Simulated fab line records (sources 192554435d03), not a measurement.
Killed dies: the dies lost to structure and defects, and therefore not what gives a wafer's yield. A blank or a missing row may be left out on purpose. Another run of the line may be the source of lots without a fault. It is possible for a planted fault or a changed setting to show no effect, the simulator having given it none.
Lot-split experiment :: flow n5_finfet :: 21 wafers read from 7 lots, route of 1938 steps

THE SPLIT
At N5_PASSIVATION_PASS_ETCH_47 (etches SiNx in CF4/O2, target depth 770 nm, time 385 s), the setting time_s was moved away from the recipe's 385 s on 7 of the 21 wafers read, by -7.4% to +16.6%. The other wafers ran this setting at the recipe's value.

The split's own step is where the reading is taken.

THE READING
etch.depth_nm (the simulator's own value, which no gauge read), in nm, at N5_PASSIVATION_PASS_ETCH_47 (etches SiNx in CF4/O2, target depth 770 nm, time 385 s). No usual value for it is given in the file. Average 773.3 nm, standard deviation 14 nm, over the 14 wafers here run with the recipe.

wafer: L074.1
tool, chamber at the split: rie_diel-06, 3
time_s as run, s: 385
against the recipe: recipe
etch.depth_nm, nm: 750.9
against lot-mates on the recipe: -

wafer: L074.3
tool, chamber at the split: rie_diel-06, 1
time_s as run, s: 449
against the recipe: +16.6%
etch.depth_nm, nm: 887
against lot-mates on the recipe: +124.9

wafer: L074.4
tool, chamber at the split: rie_diel-06, 2
time_s as run, s: 385
against the recipe: recipe
etch.depth_nm, nm: 773.3
against lot-mates on the recipe: -

wafer: L075.3
tool, chamber at the split: rie_diel-02, 3
time_s as run, s: 385
against the recipe: recipe
etch.depth_nm, nm: 758.1
against lot-mates on the recipe: -

wafer: L075.4
tool, chamber at the split: rie_diel-02, 2
time_s as run, s: 356.5
against the recipe: -7.4%
etch.depth_nm, nm: 711.9
against lot-mates on the recipe: -46.2

wafer: L075.5
tool, chamber at the split: rie_diel-02, 0
time_s as run, s: 356.5
against the recipe: -7.4%
etch.depth_nm, nm: 707.1
against lot-mates on the recipe: -51.0

wafer: L085.1
tool, chamber at the split: rie_diel-06, 3
time_s as run, s: 385
against the recipe: recipe
etch.depth_nm, nm: 789.4
against lot-mates on the recipe: -

wafer: L085.2
tool, chamber at the split: rie_diel-06, 1
time_s as run, s: 385
against the recipe: recipe
etch.depth_nm, nm: 762.8
against lot-mates on the recipe: -

wafer: L085.6
tool, chamber at the split: rie_diel-06, 3
time_s as run, s: 385
against the recipe: recipe
etch.depth_nm, nm: 792.3
against lot-mates on the recipe: -

wafer: L092.2
tool, chamber at the split: rie_diel-01, 0
time_s as run, s: 385
against the recipe: recipe
etch.depth_nm, nm: 777.6
against lot-mates on the recipe: -

wafer: L092.3
tool, chamber at the split: rie_diel-01, 2
time_s as run, s: 385
against the recipe: recipe
etch.depth_nm, nm: 770.2
against lot-mates on the recipe: -

wafer: L092.4
tool, chamber at the split: rie_diel-01, 1
time_s as run, s: 385
against the recipe: recipe
etch.depth_nm, nm: 748.8
against lot-mates on the recipe: -

wafer: L091.4
tool, chamber at the split: rie_diel-06, 0
time_s as run, s: 407.6
against the recipe: +5.9%
etch.depth_nm, nm: 836.5
against lot-mates on the recipe: no lot-mate on the recipe

wafer: L091.5
tool, chamber at the split: rie_diel-06, 1
time_s as run, s: 407.6
against the recipe: +5.9%
etch.depth_nm, nm: 800.3
against lot-mates on the recipe: no lot-mate on the recipe

wafer: L091.6
tool, chamber at the split: rie_diel-06, 0
time_s as run, s: 407.6
against the recipe: +5.9%
etch.depth_nm, nm: 833.2
against lot-mates on the recipe: no lot-mate on the recipe

wafer: L093.1
tool, chamber at the split: rie_diel-01, 3
time_s as run, s: 356.4
against the recipe: -7.4%
etch.depth_nm, nm: 719.3
against lot-mates on the recipe: -55.8

wafer: L093.3
tool, chamber at the split: rie_diel-01, 0
time_s as run, s: 385
against the recipe: recipe
etch.depth_nm, nm: 778.5
against lot-mates on the recipe: -

wafer: L093.5
tool, chamber at the split: rie_diel-01, 2
time_s as run, s: 385
against the recipe: recipe
etch.depth_nm, nm: 771.6
against lot-mates on the recipe: -

wafer: L095.2
tool, chamber at the split: rie_diel-01, 2
time_s as run, s: 385
against the recipe: recipe
etch.depth_nm, nm: 773.4
against lot-mates on the recipe: -

wafer: L095.5
tool, chamber at the split: rie_diel-01, 0
time_s as run, s: 385
against the recipe: recipe
etch.depth_nm, nm: 787.3
against lot-mates on the recipe: -

wafer: L095.6
tool, chamber at the split: rie_diel-01, 3
time_s as run, s: 385
against the recipe: recipe
etch.depth_nm, nm: 792.1
against lot-mates on the recipe: -

FIT RESULTS
A straight line over all 21 wafers: etch.depth_nm changes by +7.57 nm for each +1% of time_s; r = +0.94; the points scatter about the line by 14 nm.
The same after taking each lot's own level away (the mean of its wafers on the recipe; 18 wafers): +7.29 nm for each +1%; r = +0.97; scatter 9.7 nm.
On that fit, the largest move of time_s shifts the reading by 1.2e+02 nm.
Across the lots, their own levels run from 758.10 to 784.27 nm, a range of 1.9 times the standard deviation given above.
Hence the lot-to-lot level has little effect on the slope; both slopes agree.
Check: for one of the wafers moved furthest among these (+16.6%), held out of the fit, the line's prediction against its lot-mates is +114 nm. It came out at +125 nm against them.

THESE WAFERS: OTHER SPLITS
Before the reading, these wafers also passed through other splits. Each is held against what the fit with the lots' levels taken away leaves over:
other split on the same wafers: N5_BEOL_M14_TRENCH_ETCH_34 time_s
wafers away from the commonest value: 9
r with etch.depth_nm (lot level and that fit taken away): -0.11

other split on the same wafers: N5_BEOL_M14_SPUTTER_44 time_s
wafers away from the commonest value: 9
r with etch.depth_nm (lot level and that fit taken away): +0.07

other split on the same wafers: N5_MIM_BOT_SPUTTER_00 time_s
wafers away from the commonest value: 4
r with etch.depth_nm (lot level and that fit taken away): +0.08

other split on the same wafers: N5_MIM_BOT_LITHO_DEVELOP_07 develop_time_s
wafers away from the commonest value: 6
r with etch.depth_nm (lot level and that fit taken away): -0.16

THE FILE'S OWN FIT
etch.depth_nm changes by +7.38 nm for each +1% of time_s, r = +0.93.
